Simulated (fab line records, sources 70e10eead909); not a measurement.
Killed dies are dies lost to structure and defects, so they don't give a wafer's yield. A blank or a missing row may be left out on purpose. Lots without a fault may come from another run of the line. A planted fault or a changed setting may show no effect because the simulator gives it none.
Chamber matching | flow nand_harc | NHARC_P_M1_PRE_CLEAN_32 on pecvd-01: 3 sister chambers
The step time 12 s. 16 wafers are shown with their chamber, then 8 later ones without.

WAFERS WITH THEIR CHAMBER
wafer  | chamber | heater_power_w (W)
L077.1 | 0       | 688
L077.4 | 1       | 658
L077.5 | 0       | 683
L079.1 | 2       | 633
L079.4 | 0       | 603
L079.6 | 2       | 639
L080.1 | 1       | 754
L080.2 | 2       | 658
L080.5 | 0       | 612
L081.1 | 2       | 635
L081.4 | 1       | 733
L081.6 | 0       | 657
L089.2 | 2       | 570
L089.5 | 0       | 665
L089.6 | 1       | 646
L090.1 | 1       | 715

SIGNATURES (means of the wafers above)
reading        | chamber 0 | chamber 1 | chamber 2 | scatter within a chamber
heater_power_w | 651.33    | 701.20    | 627.00    | 39
Rule: a wafer's distance from a chamber is the root of the sum, over the readings, of the square of ((its reading less the chamber's mean) divided by the reading's scatter). The wafer belongs to the nearest chamber; if the next one is less than 2 further off, it can't be placed. The scatter: the root of (the sum of the squares of (reading less its chamber's mean) over the shown wafers, divided by (wafers less chambers)).

WAFERS WITHOUT THEIR CHAMBER
wafer  | heater_power_w (W)
L090.4 | 722
L090.5 | 652
L095.2 | 652
L095.5 | 668
L095.6 | 683
L096.1 | 689
L096.3 | 655
L096.6 | 642

WHICH CHAMBER EACH WENT THROUGH
wafer  | from the rows above          | in truth
L090.4 | can't be placed: 1 or 0 or 2 | 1
L090.5 | can't be placed: 0 or 2 or 1 | 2
L095.2 | can't be placed: 0 or 2 or 1 | 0
L095.5 | can't be placed: 0 or 1 or 2 | 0
L095.6 | can't be placed: 1 or 0 or 2 | 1
L096.1 | can't be placed: 1 or 0 or 2 | 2
L096.3 | can't be placed: 0 or 2 or 1 | 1
L096.6 | can't be placed: 0 or 2 or 1 | 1
Placed correctly: 0 of 8. Can't be placed from these rows: 8 (the true chamber is among the candidates in 8). Placed wrongly: 0.
